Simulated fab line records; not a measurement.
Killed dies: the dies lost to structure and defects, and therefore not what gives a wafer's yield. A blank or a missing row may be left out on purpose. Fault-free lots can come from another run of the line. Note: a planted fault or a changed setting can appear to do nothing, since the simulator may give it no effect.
fab line records	flow nand_harc
record lots=24	wafers=72	last_day=27
route steps=1159 shown P_ZERO_WELL@29 P_GATE@150 P_M0@264 P_M1@305 P_BONDPAD@370 A_STAIRCASE@531
lots that met no fault: from a run of the same line without faults
start_h: the number of hours between the record's first day and the start of the first shown wafer of the lot	wait_h: hours since the lot's step before	" unchanged from the row above	L1.1+2: one row covering several wafers at once	- no value, or no start was given	* or withheld: withheld	< > ~ a bound
route shown NAME@n: NAME is a module with steps in the file, n the number in the route of the first one	usual: mean and standard deviation over wafers with no fault	same: alike in all rows	chamber/n: place in a boat	sites: per-site readings	_std_site: their standard deviation	_edge_site: mean of outer sites minus mean of inner sites	radius_mm: how far each site lies from the wafer's centre	mask NAME#n: copy n	behind: the most recent tool/chamber to have shaped the wafer	hold: why the lot was held/for how many hours/how that ended	device: the transistor (n, p or np) that didn't switch	end of line: the same wafers' tests at the end of the route	a step without rows: its recipe alone	killed: not the wafer's yield, but the dies lost to structure and defects at the first sort	map: the dies of a wafer, with x for killed, . for not killed, _ for no die there
set.NAME: setting as actually run; set.NAME@STEP: the setting as run at that earlier step	model.NAME: the simulator's own value behind a step, which no gauge read
the route's steps for a sample of lots (tables are steps, rows are wafers)
services: a tool's chamber out of use, with start hour (start_h, from the record's first day; less than 0 if before it), hours out, and reason
## steps
# step NHARC_P_ZERO_WELL_CD_MEAS_24
# recipe target_cd_nm=720	landing_energy_ev=500
# usual cd_nm=720.0/1.4
lot.wafer	tool	chamber	start_h	wait_h	cd_nm
L074.1	cd_sem-02	0	14.66	-	719.7
L074.5	"	0	"	"	718.2
L074.6	"	0	"	"	719.6
L075.2	cd_sem-03	0	20.51	-	720.5
L075.3	"	0	"	"	719.7
L075.6	"	0	"	"	720.3
L076.1	cd_sem-02	0	26.54	-	720.8
L076.3	"	0	"	"	721.3
L076.4	"	0	"	"	721.1
L077.1	cd_sem-01	0	32.47	-	718.6
L077.4	"	0	"	"	719.1
L077.6	"	0	"	"	720.2
L078.1	cd_sem-03	0	39.64	-	722.7
L078.4	"	0	"	"	722.4
L078.5	"	0	"	"	721.1
L079.4	cd_sem-02	0	44.62	-	718.6
L079.5	"	0	"	"	718.2
L079.6	"	0	"	"	719.8
L080.1	cd_sem-03	0	50.61	-	721.7
L080.2	"	0	"	"	721.1
L080.4	"	0	"	"	722.5
L081.2	cd_sem-03	0	56.59	-	717.8
L081.3	"	0	"	"	719.5
L081.4	"	0	"	"	718.2
L082.2	cd_sem-03	0	62.58	-	717.7
L082.4	"	0	"	"	719.1
L082.6	"	0	"	"	719.5
L083.3	cd_sem-03	0	68.75	-	719.0
L083.5	"	0	"	"	718.8
L083.6	"	0	"	"	718.4
L084.1	cd_sem-02	0	74.45	-	721.9
L084.3	"	0	"	"	722.0
L084.5	"	0	"	"	721.0
L085.4	cd_sem-02	0	80.57	-	719.7
L085.5	"	0	"	"	721.3
L085.6	"	0	"	"	719.9
L086.2	cd_sem-01	0	86.46	-	721.8
L086.4	"	0	"	"	722.8
L086.6	"	0	"	"	720.2
L087.4	cd_sem-02	0	92.66	-	719.5
L087.5	"	0	"	"	719.0
L087.6	"	0	"	"	718.4
L088.2	cd_sem-02	0	98.68	-	720.8
L088.5	"	0	"	"	719.9
L088.6	"	0	"	"	718.6
L089.2	cd_sem-01	0	104.59	-	721.1
L089.3	"	0	"	"	720.6
L089.6	"	0	"	"	721.0
L090.1	cd_sem-01	0	110.54	-	721.8
L090.2	"	0	"	"	720.1
L090.5	"	0	"	"	722.0
L091.1	cd_sem-02	0	116.63	-	719.7
L091.3	"	0	"	"	720.1
L091.4	"	0	"	"	720.6
L092.2	cd_sem-02	0	122.46	-	720.9
L092.5	"	0	"	"	719.7
L092.6	"	0	"	"	721.6
L093.1	cd_sem-02	0	128.63	-	718.7
L093.2	"	0	"	"	719.9
L093.5	"	0	"	"	719.1
L094.1	cd_sem-02	0	134.33	-	718.6
L094.5	"	0	"	"	719.6
L094.6	"	0	"	"	717.4
L095.1	cd_sem-03	0	140.60	-	721.8
L095.2	"	0	"	"	720.0
L095.6	"	0	"	"	721.4
L096.2	cd_sem-02	0	146.49	-	719.9
L096.5	"	0	"	"	720.4
L096.6	"	0	"	"	720.9
L097.3	cd_sem-03	0	152.60	-	720.0
L097.4	"	0	"	"	717.0
L097.6	"	0	"	"	717.8
# step NHARC_P_GATE_STRIP_108
# recipe o2_flow_sccm=500	ar_flow_sccm=0	bias_w=0	chemistry=O2
# usual chamber_pressure_mTorr=60.00/0.053	drypump_motor_current_A=5.7/0.38	oes_product_au=0.998/0.008	rf_vpp_V=57.6/0.83	showerhead_plenum_p_Torr=3.46/0.1	throttle_valve_pct=17.036/0.0089
lot.wafer	tool	chamber	start_h	wait_h	chamber_pressure_mTorr	drypump_motor_current_A	oes_product_au	rf_hours_counter_h	rf_vpp_V	showerhead_plenum_p_Torr	throttle_valve_pct
L074.1	rie_diel-13	2	79.20	-	59.98	5.7	0.994	46	58.0	3.37	17.039
L074.5	"	2	"	"	60.00	5.7	1.000	-	57.4	3.37	17.053
L074.6	"	3	"	"	59.99	6.5	1.003	-	58.3	3.31	17.035
L075.3	rie_diel-13	3	98.27	-	60.07	6.5	0.999	55	56.9	3.30	17.050
L075.2	"	0	"	"	59.98	5.5	0.993	54	57.8	3.63	17.046
L075.6	"	0	"	"	60.00	5.5	0.996	-	58.0	3.63	17.032
L076.3	rie_diel-13	3	98.47	-	59.99	6.5	0.996	55	56.9	3.30	17.053
L076.1	"	0	"	"	59.88	5.4	0.995	54	57.2	3.63	17.026
L076.4	"	1	"	"	59.99	5.4	1.001	52	57.5	3.48	17.045
L077.1	rie_diel-11	2	106.83	-	59.94	5.8	1.001	33	57.6	3.49	17.030
L077.4	"	3	"	"	60.00	5.8	1.002	32	57.5	3.49	17.037
L077.6	"	2	"	"	60.07	5.8	0.994	-	58.2	3.49	17.018
L078.1	rie_diel-13	3	113.15	-	59.96	6.6	0.991	2	56.3	3.30	17.008
L078.4	"	1	"	"	60.01	5.4	0.991	3	56.9	3.48	17.044
L078.5	"	2	"	"	60.01	5.7	0.995	-	56.4	3.36	17.028
L079.4	rie_diel-13	0	119.95	-	59.94	5.5	0.989	5	57.8	3.63	17.057
L079.5	"	2	"	"	59.96	5.8	1.004	-	57.3	3.36	17.025
L079.6	"	3	"	"	60.15	6.5	0.990	-	58.3	3.30	17.028
L080.4	rie_diel-04	0	130.84	-	59.97	5.6	1.004	1	58.4	3.34	17.032
L080.2	"	1	"	"	59.93	5.9	1.008	1	58.6	3.52	17.038
L080.1	"	3	"	"	60.03	5.0	0.993	1	58.3	3.56	17.052
L082.2	rie_diel-04	2	132.47	-	59.96	5.7	1.005	1	58.2	3.50	17.042
L082.4	"	0	"	"	59.93	5.6	1.008	1	56.4	3.34	17.014
L082.6	"	3	"	"	59.97	5.0	0.998	-	60.0	3.56	17.035
L081.3	rie_diel-13	1	133.29	-	59.95	5.4	0.985	8	57.0	3.48	17.041
L081.4	"	2	"	"	59.94	5.7	0.992	9	57.6	3.36	17.048
L081.2	"	3	"	"	60.05	6.6	0.983	8	56.4	3.30	17.043
L084.3	rie_diel-11	0	144.53	-	59.97	5.5	1.004	44	57.6	3.35	17.033
L084.1	"	1	"	"	59.85	5.7	1.000	46	57.5	3.59	17.029
L084.5	"	0	"	"	60.02	5.5	1.001	-	57.1	3.35	17.038
L083.3	rie_diel-11	0	145.34	-	59.94	5.5	1.019	45	57.8	3.35	17.027
L083.5	"	2	"	"	59.97	5.8	0.997	-	58.9	3.49	17.037
L083.6	"	3	"	"	60.04	5.7	1.002	-	57.5	3.48	17.047
L085.4	rie_diel-13	1	169.96	-	60.04	5.4	0.987	23	56.5	3.47	17.058
L085.6	"	0	"	"	60.01	5.4	0.977	-	57.5	3.61	17.034
L085.5	"	1	"	"	59.94	5.4	0.997	-	57.6	3.47	17.029
L088.2	rie_diel-04	3	170.98	-	60.06	4.9	0.994	9	56.8	3.56	17.036
L088.6	"	0	"	"	59.95	5.6	1.001	-	56.9	3.34	17.028
L088.5	"	1	"	"	59.96	5.8	1.000	-	57.9	3.52	17.035
L086.4	rie_diel-04	0	171.13	-	60.10	5.6	1.001	10	57.2	3.34	17.028
L086.2	"	3	"	"	59.89	4.9	0.999	9	57.9	3.56	17.031
L086.6	"	1	"	"	60.03	5.9	1.003	-	58.4	3.52	17.030
L087.4	rie_diel-04	3	171.30	-	60.01	5.0	0.987	9	59.1	3.56	17.042
L087.6	"	1	"	"	60.00	5.9	0.999	-	57.0	3.52	17.034
L087.5	"	2	"	"	59.93	5.6	1.000	-	57.6	3.50	17.028
L090.2	rie_diel-04	0	183.24	-	60.01	5.6	1.001	13	56.9	3.33	17.049
L090.1	"	1	"	"	59.96	5.8	0.997	11	58.8	3.52	17.021
L090.5	"	2	"	"	60.00	5.7	0.995	-	57.9	3.49	17.034
L089.3	rie_diel-04	0	184.20	-	59.97	5.6	1.007	14	56.5	3.33	17.043
L089.2	"	1	"	"	59.95	5.9	1.005	11	56.7	3.52	17.026
L089.6	"	3	"	"	60.01	4.9	0.989	-	58.5	3.56	17.039
L091.4	rie_diel-13	1	193.29	-	59.97	5.3	0.990	28	57.0	3.47	17.029
L091.3	"	2	"	"	59.99	5.7	0.992	28	57.3	3.35	17.037
L091.1	"	3	"	"	60.06	6.5	0.995	29	56.5	3.29	17.037
L092.2	rie_diel-04	0	199.40	-	60.04	5.6	1.019	16	57.5	3.33	17.037
L092.5	"	1	"	"	59.88	5.8	1.008	-	57.3	3.52	17.031
L092.6	"	2	"	"	60.06	5.6	1.006	-	57.0	3.49	17.044
L094.1	rie_diel-11	0	208.04	-	59.87	5.5	1.018	2	56.7	3.34	17.016
L094.6	"	1	"	"	59.94	5.7	1.008	-	58.1	3.58	17.028
L094.5	"	2	"	"	60.11	5.8	1.005	-	59.7	3.48	17.039
L093.1	rie_diel-11	1	209.02	-	60.03	5.7	0.998	2	57.6	3.58	17.043
L093.2	"	3	"	"	60.00	5.7	1.005	3	56.2	3.47	17.043
L093.5	"	2	"	"	59.95	5.8	1.002	-	58.0	3.48	17.043
L095.1	rie_diel-13	0	218.29	-	59.98	5.5	0.996	39	56.5	3.61	17.027
L095.2	"	3	"	"	59.98	6.5	0.988	40	57.8	3.28	17.042
L095.6	"	0	"	"	59.94	5.5	0.994	-	57.2	3.61	17.038
L096.2	rie_diel-04	0	221.09	-	60.02	5.6	0.999	20	56.4	3.33	17.029
L096.6	"	0	"	"	59.99	5.6	1.010	-	57.1	3.33	17.035
L096.5	"	1	"	"	60.08	5.9	1.005	-	56.7	3.51	17.037
L097.3	rie_diel-04	2	237.56	-	59.99	5.6	1.008	19	58.1	3.49	17.042
L097.4	"	0	"	"	60.03	5.6	1.011	21	58.0	3.33	17.042
L097.6	"	3	"	"	60.00	4.9	0.994	-	57.9	3.55	17.025
# step NHARC_P_M0_OVL_MEAS_10
# recipe pitch_nm=180
# usual overlay_x_nm=-0.1/0.85	overlay_y_nm=-0.1/0.72
lot.wafer	tool	chamber	start_h	wait_h	overlay_x_nm	overlay_y_nm
L074.1	overlay-01	-	106.18	-	-1.2	-0.6
L074.5	"	-	"	"	-1.6	-0.1
L074.6	"	-	"	"	-1.2	-0.7
L075.2	overlay-01	-	127.84	-	1.1	-0.5
L075.3	"	-	"	"	0.1	-0.8
L075.6	"	-	"	"	0.9	-0.5
L076.1	overlay-01	-	129.25	-	0.4	0.0
L076.3	"	-	"	"	0.7	1.0
L076.4	"	-	"	"	-0.2	1.1
L077.1	overlay-02	-	132.00	-	-1.2	0.0
L077.4	"	-	"	"	-1.0	0.8
L077.6	"	-	"	"	-1.4	0.6
L078.1	overlay-02	-	137.23	-	0.2	-1.0
L078.4	"	-	"	"	0.4	-0.3
L078.5	"	-	"	"	0.0	-0.1
L079.4	overlay-01	-	144.88	-	0.1	-1.5
L079.5	"	-	"	"	0.6	-1.5
L079.6	"	-	"	"	0.0	-1.8
L080.1	overlay-01	-	158.84	-	1.0	-0.6
L080.2	"	-	"	"	0.1	-1.0
L080.4	"	-	"	"	0.6	-0.8
L082.2	overlay-01	-	159.24	-	-1.1	0.7
L082.4	"	-	"	"	-1.2	0.5
L082.6	"	-	"	"	-0.8	0.1
L081.2	overlay-01	-	159.76	-	-0.2	-0.1
L081.3	"	-	"	"	-0.8	-0.2
L081.4	"	-	"	"	-0.6	-0.4
L084.1	overlay-02	-	168.89	-	1.1	-1.3
L084.3	"	-	"	"	1.3	-1.4
L084.5	"	-	"	"	1.4	-1.7
L083.3	overlay-01	-	169.55	-	-1.0	0.1
L083.5	"	-	"	"	-1.5	0.0
L083.6	"	-	"	"	-1.2	0.1
L085.4	overlay-01	-	194.86	-	-0.5	0.1
L085.5	"	-	"	"	-0.5	-0.2
L085.6	"	-	"	"	0.0	0.5
L088.2	overlay-02	-	195.51	-	1.1	-1.4
L088.5	"	-	"	"	1.2	-1.5
L088.6	"	-	"	"	0.8	-2.0
L086.2	overlay-01	-	196.26	-	-0.5	-0.4
L086.4	"	-	"	"	-0.2	-0.6
L086.6	"	-	"	"	0.4	-1.0
L087.4	overlay-01	-	209.48	-	1.1	0.2
L087.5	"	-	"	"	0.9	0.0
L087.6	"	-	"	"	0.8	-0.4
L090.1	overlay-01	-	217.11	-	-1.2	0.6
L090.2	"	-	"	"	0.1	0.5
L090.5	"	-	"	"	-0.4	0.5
L089.2	overlay-01	-	220.36	-	-1.3	-0.2
L089.3	"	-	"	"	-1.3	-0.5
L089.6	"	-	"	"	-1.2	-0.6
L091.1	overlay-01	-	221.04	-	-1.1	-0.2
L091.3	"	-	"	"	-0.1	0.1
L091.4	"	-	"	"	-0.7	-0.1
L092.2	overlay-01	-	223.14	-	-0.2	0.0
L092.5	"	-	"	"	0.3	0.1
L092.6	"	-	"	"	-0.4	-0.5
L094.1	overlay-01	-	233.20	-	-0.1	0.5
L094.5	"	-	"	"	-0.1	1.1
L094.6	"	-	"	"	-0.4	0.9
L093.1	overlay-01	-	237.89	-	0.7	0.2
L093.2	"	-	"	"	0.4	0.2
L093.5	"	-	"	"	0.4	-0.2
L095.1	overlay-02	-	242.74	-	-1.7	0.9
L095.2	"	-	"	"	-1.0	1.4
L095.6	"	-	"	"	-1.0	1.2
L096.2	overlay-02	-	244.78	-	0.7	-0.5
L096.5	"	-	"	"	1.1	-0.4
L096.6	"	-	"	"	1.2	0.0
L097.3	overlay-01	-	261.67	-	0.0	-0.3
L097.4	"	-	"	"	0.4	0.4
L097.6	"	-	"	"	0.1	-0.1
# step NHARC_P_M1_DEGAS_29
# recipe temp_c=250	time_s=60
# usual heater_power_w=345/29
lot.wafer	tool	chamber	start_h	wait_h	heater_power_w
L074.1	pvd_sputter-02	-	111.31	-	388
L074.6	"	-	"	"	315
L074.5	"	-	"	"	338
L075.3	pvd_sputter-01	-	133.03	-	370
L075.2	"	-	"	"	343
L075.6	"	-	"	"	339
L076.1	pvd_sputter-01	-	134.28	-	346
L076.3	"	-	"	"	329
L076.4	"	-	"	"	343
L077.4	pvd_sputter-02	-	137.02	-	317
L077.1	"	-	"	"	321
L077.6	"	-	"	"	320
L078.4	pvd_sputter-01	-	142.66	-	331
L078.1	"	-	"	"	340
L078.5	"	-	"	"	341
L079.4	pvd_sputter-01	-	150.19	-	365
L079.5	"	-	"	"	346
L079.6	"	-	"	"	336
L080.1	pvd_sputter-03	-	163.91	-	288
L080.2	"	-	"	"	364
L080.4	"	-	"	"	373
L082.2	pvd_sputter-03	-	165.07	-	375
L082.4	"	-	"	"	282
L082.6	"	-	"	"	392
L081.4	pvd_sputter-03	-	166.19	-	295
L081.3	"	-	"	"	383
L081.2	"	-	"	"	348
L084.1	pvd_sputter-02	-	174.04	-	314
L084.3	"	-	"	"	323
L084.5	"	-	"	"	307
L083.3	pvd_sputter-01	-	174.78	-	329
L083.6	"	-	"	"	323
L083.5	"	-	"	"	355
L085.4	pvd_sputter-01	-	199.96	-	365
L085.6	"	-	"	"	358
L085.5	"	-	"	"	327
L088.2	pvd_sputter-03	-	200.72	-	373
L088.5	"	-	"	"	368
L088.6	"	-	"	"	368
L086.2	pvd_sputter-03	-	201.44	-	302
L086.4	"	-	"	"	378
L086.6	"	-	"	"	382
L087.4	pvd_sputter-03	-	214.86	-	376
L087.5	"	-	"	"	374
L087.6	"	-	"	"	372
L090.1	pvd_sputter-01	-	222.22	-	352
L090.2	"	-	"	"	324
L090.5	"	-	"	"	369
L089.3	pvd_sputter-02	-	225.60	-	330
L089.2	"	-	"	"	397
L089.6	"	-	"	"	357
L091.3	pvd_sputter-01	-	226.39	-	333
L091.1	"	-	"	"	368
L091.4	"	-	"	"	346
L092.2	pvd_sputter-03	-	228.24	-	368
L092.5	"	-	"	"	288
L092.6	"	-	"	"	373
L094.1	pvd_sputter-01	-	238.32	-	333
L094.6	"	-	"	"	334
L094.5	"	-	"	"	357
L093.1	pvd_sputter-03	-	243.02	-	380
L093.2	"	-	"	"	287
L093.5	"	-	"	"	374
L095.1	pvd_sputter-03	-	247.98	-	373
L095.2	"	-	"	"	375
L095.6	"	-	"	"	366
L096.2	pvd_sputter-02	-	250.08	-	351
L096.5	"	-	"	"	331
L096.6	"	-	"	"	346
L097.3	pvd_sputter-03	-	266.74	-	380
L097.4	"	-	"	"	339
L097.6	"	-	"	"	288
# step NHARC_P_BONDPAD_CD_MEAS_13
# usual cd_nm=499.6/1.5
lot.wafer	tool	chamber	start_h	wait_h	cd_nm
L074.1	cd_sem-02	-	119.47	-	501.2
L074.5	"	-	"	"	501.9
L074.6	"	-	"	"	500.9
L075.2	cd_sem-03	-	141.55	-	499.1
L075.3	"	-	"	"	498.7
L075.6	"	-	"	"	499.1
L076.1	cd_sem-03	-	142.59	-	500.6
L076.3	"	-	"	"	500.4
L076.4	"	-	"	"	498.9
L077.1	cd_sem-02	-	145.01	-	502.0
L077.4	"	-	"	"	499.3
L077.6	"	-	"	"	501.0
L078.1	cd_sem-03	-	150.85	-	498.4
L078.4	"	-	"	"	496.1
L078.5	"	-	"	"	497.2
L079.4	cd_sem-03	-	157.98	-	500.6
L079.5	"	-	"	"	500.0
L079.6	"	-	"	"	500.2
L080.1	cd_sem-01	-	172.02	-	499.7
L080.2	"	-	"	"	499.6
L080.4	"	-	"	"	499.9
L082.2	cd_sem-03	-	173.14	-	501.5
L082.4	"	-	"	"	500.0
L082.6	"	-	"	"	501.3
L081.2	cd_sem-01	-	174.96	-	498.9
L081.3	"	-	"	"	498.8
L081.4	"	-	"	"	499.8
L084.1	cd_sem-03	-	182.05	-	499.2
L084.3	"	-	"	"	500.4
L084.5	"	-	"	"	500.3
L083.3	cd_sem-03	-	183.23	-	502.6
L083.5	"	-	"	"	502.9
L083.6	"	-	"	"	499.5
L085.4	cd_sem-02	-	208.65	-	501.8
L085.5	"	-	"	"	501.1
L085.6	"	-	"	"	501.3
L088.2	cd_sem-02	-	209.76	-	500.7
L088.5	"	-	"	"	500.7
L088.6	"	-	"	"	500.4
L086.2	cd_sem-02	-	210.42	-	497.7
L086.4	"	-	"	"	498.8
L086.6	"	-	"	"	498.2
L087.4	cd_sem-02	-	223.12	-	497.8
L087.5	"	-	"	"	499.3
L087.6	"	-	"	"	499.9
L090.1	cd_sem-03	-	231.85	-	498.6
L090.2	"	-	"	"	496.8
L090.5	"	-	"	"	498.3
L089.2	cd_sem-02	-	233.70	-	499.4
L089.3	"	-	"	"	498.5
L089.6	"	-	"	"	498.5
L091.1	cd_sem-01	-	235.93	-	498.8
L091.3	"	-	"	"	496.5
L091.4	"	-	"	"	498.0
L092.2	cd_sem-01	-	236.87	-	499.9
L092.5	"	-	"	"	501.1
L092.6	"	-	"	"	500.1
L094.1	cd_sem-01	-	246.39	-	499.6
L094.5	"	-	"	"	499.7
L094.6	"	-	"	"	500.5
L093.1	cd_sem-02	-	251.04	-	496.9
L093.2	"	-	"	"	499.5
L093.5	"	-	"	"	497.7
L095.1	cd_sem-03	-	255.94	-	498.6
L095.2	"	-	"	"	501.8
L095.6	"	-	"	"	500.6
L096.2	cd_sem-03	-	258.07	-	499.1
L096.5	"	-	"	"	499.8
L096.6	"	-	"	"	500.3
L097.3	cd_sem-02	-	275.63	-	496.7
L097.4	"	-	"	"	498.9
L097.6	"	-	"	"	496.3
# step NHARC_A_STAIRCASE_ETCH_169
# recipe target_depth_a=500	time_s=107.1	ion_energy_ev=120	ch3f_flow_sccm=50	o2_flow_sccm=30	ar_flow_sccm=200	rf_w=500	bias_w=100	chemistry=CH3F/O2
# usual ch3f_flow_sccm=49.99/0.15	chamber_pressure_mTorr=24.999/0.021	drypump_motor_current_A=5.5/0.43	oes_product_au=0.952/0.02	rf_vpp_V=243.9/1.5	showerhead_plenum_p_Torr=2.44/0.11	throttle_valve_pct=20.663/0.0097
lot.wafer	tool	chamber	start_h	wait_h	ch3f_flow_sccm	chamber_pressure_mTorr	drypump_motor_current_A	oes_product_au	rf_hours_counter_h	rf_vpp_V	showerhead_plenum_p_Torr	throttle_valve_pct
L074.1	rie_diel-13	0	217.96	0.1	50.18	25.015	5.4	0.929	39	246.0	2.51	20.663
L074.5	"	3	"	"	49.99	25.020	6.5	0.957	-	241.9	2.28	20.661
L074.6	"	0	"	"	50.05	24.995	5.4	0.945	-	245.3	2.51	20.655
L076.1	rie_diel-13	0	249.63	0.1	50.03	25.009	5.4	0.956	51	246.6	2.51	20.650
L076.4	"	2	"	"	49.86	24.994	5.7	0.941	50	242.6	2.32	20.657
L076.3	"	3	"	"	49.79	25.041	6.5	0.941	52	242.3	2.28	20.663
L075.3	rie_diel-09	2	249.76	0.1	50.17	24.991	5.3	0.949	64	243.7	2.48	20.659
L075.2	"	3	"	"	50.05	25.008	5.2	0.955	64	244.8	2.48	20.662
L075.6	"	0	"	"	49.90	24.987	4.8	0.948	-	243.4	2.34	20.658
L077.1	rie_diel-09	3	250.18	0.3	50.03	24.959	5.3	0.928	64	243.0	2.48	20.676
L077.4	"	0	"	"	50.18	25.004	4.9	0.932	63	241.5	2.34	20.668
L077.6	"	3	"	"	50.11	24.975	5.3	0.925	-	244.1	2.48	20.658
L078.1	rie_diel-11	0	253.47	0.1	49.98	24.970	5.5	0.964	17	242.7	2.32	20.678
L078.4	"	1	"	"	49.86	25.009	5.7	0.958	15	244.1	2.49	20.662
L078.5	"	3	"	"	49.94	25.000	5.7	0.948	-	245.6	2.41	20.667
L079.4	rie_diel-13	0	257.11	0.3	50.08	25.042	5.5	0.921	53	244.4	2.51	20.672
L079.6	"	2	"	"	50.01	25.005	5.7	0.921	-	242.4	2.32	20.669
L079.5	"	3	"	"	49.94	25.007	6.5	0.926	-	241.9	2.28	20.668
L081.2	rie_diel-09	1	278.31	0.1	49.90	25.030	5.4	0.982	3	246.3	2.66	20.653
L081.3	"	2	"	"	50.20	25.003	5.3	0.949	4	245.9	2.48	20.675
L081.4	"	3	"	"	50.06	24.973	5.2	0.965	4	244.4	2.48	20.679
L082.2	rie_diel-09	3	278.46	0.1	49.96	24.984	5.2	0.946	4	244.1	2.48	20.663
L082.4	"	2	"	"	50.19	24.973	5.3	0.947	4	244.3	2.48	20.668
L082.6	"	3	"	"	50.13	24.981	5.2	0.938	-	244.6	2.48	20.662
L080.4	rie_diel-13	2	286.88	0.1	49.83	25.032	5.7	0.974	2	241.0	2.32	20.660
L080.2	"	0	"	"	49.81	25.016	5.4	0.987	1	244.0	2.51	20.672
L080.1	"	1	"	"	50.02	25.040	5.4	0.964	2	243.7	2.40	20.667
L084.3	rie_diel-09	0	289.98	0.1	49.92	24.999	4.8	0.952	9	243.0	2.33	20.653
L084.1	"	3	"	"	50.13	25.020	5.2	0.986	11	244.0	2.47	20.664
L084.5	"	0	"	"	50.08	24.983	4.8	0.955	-	242.2	2.33	20.665
L083.3	rie_diel-11	1	290.23	0.1	50.13	25.014	5.7	0.950	34	245.9	2.49	20.666
L083.6	"	0	"	"	50.12	24.989	5.5	0.959	-	243.1	2.31	20.647
L083.5	"	1	"	"	49.90	24.975	5.7	0.951	-	244.2	2.49	20.666
L086.2	rie_diel-09	2	306.93	0.1	50.32	25.011	5.3	0.963	14	245.1	2.48	20.658
L086.4	"	0	"	"	49.98	25.029	4.8	0.974	15	241.8	2.33	20.652
L086.6	"	3	"	"	50.07	25.004	5.2	0.976	-	244.0	2.47	20.672
L088.2	rie_diel-09	1	307.24	0.1	50.11	24.994	5.4	0.966	10	246.9	2.66	20.670
L088.5	"	1	"	"	50.24	25.016	5.4	0.952	-	245.7	2.66	20.674
L088.6	"	2	"	"	49.75	25.020	5.3	0.969	-	243.8	2.48	20.655
L085.4	rie_diel-13	1	310.85	0.1	50.11	24.971	5.4	0.953	10	243.6	2.40	20.664
L085.5	"	1	"	"	49.94	25.004	5.4	0.943	-	243.3	2.40	20.652
L085.6	"	2	"	"	49.81	24.986	5.7	0.944	-	243.0	2.31	20.667
L087.4	rie_diel-13	3	324.71	0.1	50.11	24.999	6.5	0.984	14	247.5	2.65	20.675
L087.5	"	1	"	"	50.14	24.986	5.4	0.972	-	241.7	2.40	20.656
L087.6	"	2	"	"	49.96	25.016	5.7	0.989	-	242.4	2.31	20.655
L089.2	rie_diel-13	3	330.34	0.1	50.01	25.006	6.5	0.966	15	247.3	2.65	20.652
L089.3	"	1	"	"	49.98	25.001	5.4	0.945	16	243.7	2.40	20.659
L089.6	"	2	"	"	49.67	25.033	5.7	0.970	-	242.5	2.31	20.668
L090.2	rie_diel-13	1	330.39	0.1	49.97	25.022	5.3	0.954	16	244.0	2.40	20.670
L090.1	"	3	"	"	50.19	25.017	6.5	0.954	15	245.9	2.65	20.654
L090.5	"	1	"	"	49.89	24.979	5.3	0.951	-	243.7	2.40	20.681
L091.3	rie_diel-13	1	340.80	0.1	49.92	25.039	5.3	0.976	19	243.5	2.39	20.668
L091.1	"	2	"	"	50.04	25.015	5.7	0.985	19	242.0	2.31	20.662
L091.4	"	3	"	"	50.03	25.025	6.6	0.950	17	246.8	2.65	20.651
L092.2	rie_diel-09	0	344.28	0.1	50.05	24.988	4.8	0.976	29	243.0	2.33	20.671
L092.6	"	2	"	"	50.25	24.983	5.3	0.949	-	244.8	2.47	20.655
L092.5	"	3	"	"	49.83	24.973	5.2	0.987	-	244.4	2.47	20.654
L094.1	rie_diel-11	0	348.05	0.1	50.14	24.968	5.5	0.933	54	241.4	2.31	20.674
L094.6	"	1	"	"	49.67	25.001	5.7	0.923	-	245.2	2.48	20.656
L094.5	"	2	"	"	50.24	24.993	5.8	0.929	-	242.3	2.40	20.659
L093.1	rie_diel-11	2	351.19	0.1	49.80	24.948	5.7	0.937	55	243.1	2.40	20.665
L093.2	"	3	"	"	50.00	24.980	5.7	0.932	56	243.9	2.40	20.667
L093.5	"	3	"	"	50.10	25.006	5.7	0.936	-	244.2	2.40	20.667
L096.2	rie_diel-11	1	358.91	0.2	49.84	24.980	5.7	0.935	56	243.9	2.48	20.632
L096.5	"	0	"	"	49.84	24.963	5.5	0.935	-	243.1	2.30	20.667
L096.6	"	1	"	"	49.86	24.975	5.7	0.931	-	245.0	2.48	20.653
L095.1	rie_diel-13	3	359.27	2.0	49.88	25.004	6.5	0.921	25	246.1	2.65	20.671
L095.2	"	1	"	"	50.06	25.005	5.3	0.930	25	243.3	2.39	20.679
L095.6	"	2	"	"	50.13	24.983	5.7	0.933	-	242.9	2.31	20.666
L097.3	rie_diel-09	2	373.41	0.2	50.17	25.016	5.3	0.920	38	243.6	2.47	20.671
L097.4	"	3	"	"	49.88	25.018	5.2	0.930	41	243.8	2.46	20.645
L097.6	"	0	"	"	50.27	25.001	4.8	0.927	-	243.4	2.32	20.650
## services
tool	chamber	start_h	hours	kind
pvd_sputter-03	-	57.28	8.2	repair
pvd_sputter-01	-	58.66	2.7	repair
rie_diel-09	-	77.15	9.0	pm
rie_diel-13	-	99.20	9.0	pm
pvd_sputter-03	-	102.00	10.0	pm
rie_diel-04	-	111.98	9.0	pm
pvd_sputter-01	-	124.79	1.1	repair
rie_diel-11	0	136.05	3.2	repair
rie_diel-09	1	136.78	2.4	repair
rie_diel-04	1	137.93	4.7	repair
pvd_sputter-01	-	158.00	10.0	pm
rie_diel-11	-	189.65	9.0	pm
rie_diel-04	-	191.45	2.7	repair
pvd_sputter-03	-	204.12	0.7	repair
rie_diel-13	2	225.68	4.4	repair
rie_diel-04	2	233.99	2.6	repair
rie_diel-11	1	241.89	9.1	repair
rie_diel-09	-	254.15	9.0	pm
rie_diel-13	-	276.20	9.0	pm
pvd_sputter-03	-	280.06	10.0	pm
rie_diel-04	-	288.98	9.0	pm
rie_diel-09	1	290.16	10.6	repair
pvd_sputter-01	-	318.74	12.3	repair
rie_diel-11	-	366.68	9.0	pm
## key
fault none
